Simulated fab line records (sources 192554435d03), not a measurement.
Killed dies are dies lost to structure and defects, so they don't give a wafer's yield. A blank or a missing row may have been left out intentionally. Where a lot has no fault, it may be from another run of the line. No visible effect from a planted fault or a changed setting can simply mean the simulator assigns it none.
Split-lot study -- flow n5Finfet -- 21 wafers read across 7 lots, on a route 1938 steps long

ON THE SPLIT
At N5_WELL_APT_COAT_02 (resist thk 950 nm), the setting spinRpm was moved away from the recipe's 1357 rpm on 4 of the 21 wafers read, by -9.0% to +7.1%. For the rest of the wafers, this setting stayed at what the recipe calls for.

The reading is taken at the split's own step.

THE READING
coat_of_WELL_APT_COAT_02.thkNm (the simulator's own value, which no gauge read), in nm, at N5_WELL_APT_COAT_02 (resist thk 950 nm). The file gives no usual value for it. The 17 wafers here that ran the recipe average 951.9 nm, standard deviation 3 nm.

wafer,"tool, chamber at the split","spinRpm as run, rpm",against the recipe,"coat_of_WELL_APT_COAT_02.thkNm, nm",against lot-mates on the recipe
L075.1,"lithoTrack-05, 0",1357,recipe,955.9,-
L075.3,"lithoTrack-05, 0",1357,recipe,952.9,-
L075.6,"lithoTrack-05, 0",1357,recipe,953.2,-
L076.1,"lithoTrack-02, 0",1357,recipe,954.3,-
L076.2,"lithoTrack-02, 0",1357,recipe,953.1,-
L076.6,"lithoTrack-02, 0",1357,recipe,954.4,-
L085.4,"lithoTrack-05, 0",1453,+7.1%,921,-32.4
L085.5,"lithoTrack-05, 0",1357,recipe,953.1,-
L085.6,"lithoTrack-05, 0",1357,recipe,953.7,-
L091.4,"lithoTrack-02, 0",1406,+3.6%,935.4,-13.2
L091.5,"lithoTrack-02, 0",1357,recipe,948.6,-
L091.6,"lithoTrack-02, 0",1406,+3.6%,930,-18.6
L094.1,"lithoTrack-02, 0",1357,recipe,945.8,-
L094.2,"lithoTrack-02, 0",1357,recipe,946.4,-
L094.3,"lithoTrack-02, 0",1357,recipe,947.1,-
L095.2,"lithoTrack-03, 0",1235,-9.0%,1000,+46.5
L095.3,"lithoTrack-03, 0",1357,recipe,952,-
L095.6,"lithoTrack-03, 0",1357,recipe,954.9,-
L097.1,"lithoTrack-03, 0",1357,recipe,952.4,-
L097.3,"lithoTrack-03, 0",1357,recipe,953.1,-
L097.4,"lithoTrack-03, 0",1357,recipe,950.9,-

THE FIT
A straight line over all 21 wafers: coat_of_WELL_APT_COAT_02.thkNm changes by -5.04 nm for each +1% of spinRpm; r = -0.98; the points scatter about the line by 3.2 nm.
The same after taking each lot's own level away (the mean of its wafers on the recipe; 21 wafers): -4.87 nm for each +1%; r = -0.99; scatter 1.5 nm.
According to that fit, moving spinRpm by its largest amount changes the reading by 44 nm.
Across the lots, their own levels run from 946.43 to 954.00 nm, a range of 2.5 times the standard deviation given above.
Consequently the slope shifts little with the lot-to-lot level, the two slopes agreeing.
Check: for one of the wafers moved furthest among these (-9.0%), held out of the fit, the line's prediction against its lot-mates is +40.7 nm. Against them it came out at +46.5 nm.

THE FILE'S OWN FIT
coat_of_WELL_APT_COAT_02.thkNm changes by -4.91 nm for each +1% of spinRpm, r = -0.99.
